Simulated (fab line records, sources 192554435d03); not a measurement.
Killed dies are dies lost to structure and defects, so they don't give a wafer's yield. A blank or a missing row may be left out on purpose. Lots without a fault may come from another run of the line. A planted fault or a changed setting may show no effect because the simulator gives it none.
Split-lot experiment | flow n5_finfet | 7 lots, 21 wafers read, on a route of 1938 steps

THE SPLIT
At N5_GATE_CUT_ALD_22 (deposits SiNx, target thk 16 nm, pulse time 1 s, ald cycles 320), the setting ald_cycles was moved away from the recipe's 320 on 6 of the 21 wafers read, by -16.6% to -11.6%. The other wafers ran this setting at the recipe's value.

The reading is taken at the split's own step.

THE READING
SiNx_of_GATE_CUT_ALD_22.thk_nm (the simulator's own value, which no gauge read), in nm, at N5_GATE_CUT_ALD_22 (deposits SiNx, target thk 16 nm, pulse time 1 s, ald cycles 320). The file gives no usual value for it. The 15 wafers here that ran the recipe average 16.0 nm, standard deviation 0.088 nm.

wafer  | tool, chamber at the split | ald_cycles as run | against the recipe | SiNx_of_GATE_CUT_ALD_22.thk_nm, nm | against lot-mates on the recipe
L075.1 | ald_sin-01, 3              | 320               | recipe             | 16                                 | -
L075.4 | ald_sin-01, 3              | 320               | recipe             | 16                                 | -
L075.3 | ald_sin-01, 0              | 320               | recipe             | 16.2                               | -
L078.1 | ald_sin-01, 2,1            | 320               | recipe             | 16                                 | -
L078.2 | ald_sin-01, 2,1            | 320               | recipe             | 16                                 | -
L078.6 | ald_sin-01, 2              | 279               | -12.8%             | 14                                 | -2.0
L085.1 | ald_sin-04, 2              | 270               | -15.6%             | 13.4                               | -2.6
L085.5 | ald_sin-04, 2              | 320               | recipe             | 16                                 | -
L085.6 | ald_sin-04, 0              | 270               | -15.6%             | 13.6                               | -2.4
L087.3 | ald_sin-03, 3,0,2          | 320               | recipe             | 16                                 | -
L087.4 | ald_sin-03, 3,0,2          | 320               | recipe             | 16                                 | -
L087.6 | ald_sin-03, 3,0,2          | 320               | recipe             | 16                                 | -
L092.1 | ald_sin-04, 2,3,0          | 320               | recipe             | 16                                 | -
L092.3 | ald_sin-04, 2,3,0          | 320               | recipe             | 16                                 | -
L092.6 | ald_sin-04, 2,3,0          | 320               | recipe             | 16                                 | -
L093.3 | ald_sin-04, 0              | 320               | recipe             | 16                                 | -
L093.4 | ald_sin-04, 2              | 267               | -16.6%             | 13.4                               | -2.5
L093.6 | ald_sin-04, 1              | 320               | recipe             | 15.8                               | -
L097.3 | ald_sin-03, 1              | 320               | recipe             | 15.8                               | -
L097.5 | ald_sin-03, 1,2            | 283               | -11.6%             | 14                                 | -1.8
L097.6 | ald_sin-03, 1,2            | 283               | -11.6%             | 14                                 | -1.8
Where a row lists several chambers, the file gives one row for several wafers and doesn't say which wafer went through which chamber.

THE FIT
A straight line over all 21 wafers: SiNx_of_GATE_CUT_ALD_22.thk_nm changes by +0.16 nm for each +1% of ald_cycles; r = +1.00; the points scatter about the line by 0.098 nm.
The same after taking each lot's own level away (the mean of its wafers on the recipe; 21 wafers): +0.156 nm for each +1%; r = +1.00; scatter 0.065 nm.
On that fit, the largest move of ald_cycles shifts the reading by 2.6 nm.
The lots' own levels span 15.80 to 16.07 nm, that is 3.0 times the standard deviation above.
So the lot-to-lot level changes the slope little: the two slopes agree.
Check: with one of the wafers moved furthest among these (-16.6%) left out of the fit, the line predicts -2.62 nm for it against its lot-mates. It came out at -2.5 nm against them.

OTHER SPLITS ON THESE WAFERS
These wafers also went through other splits before the reading. Each is held against what the fit with the lots' levels taken away leaves over:
other split on the same wafers | wafers away from the commonest value | r with SiNx_of_GATE_CUT_ALD_22.thk_nm (lot level and that fit taken away)
N5_SD_EPI_P_PEB_07 peb_time_s  | 8                                    | -0.11
N5_HKMG_FIN_ETCH_54 source_w   | 8                                    | +0.32

THE FILE'S OWN FIT
SiNx_of_GATE_CUT_ALD_22.thk_nm changes by +0.155 nm for each +1% of ald_cycles, r = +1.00.
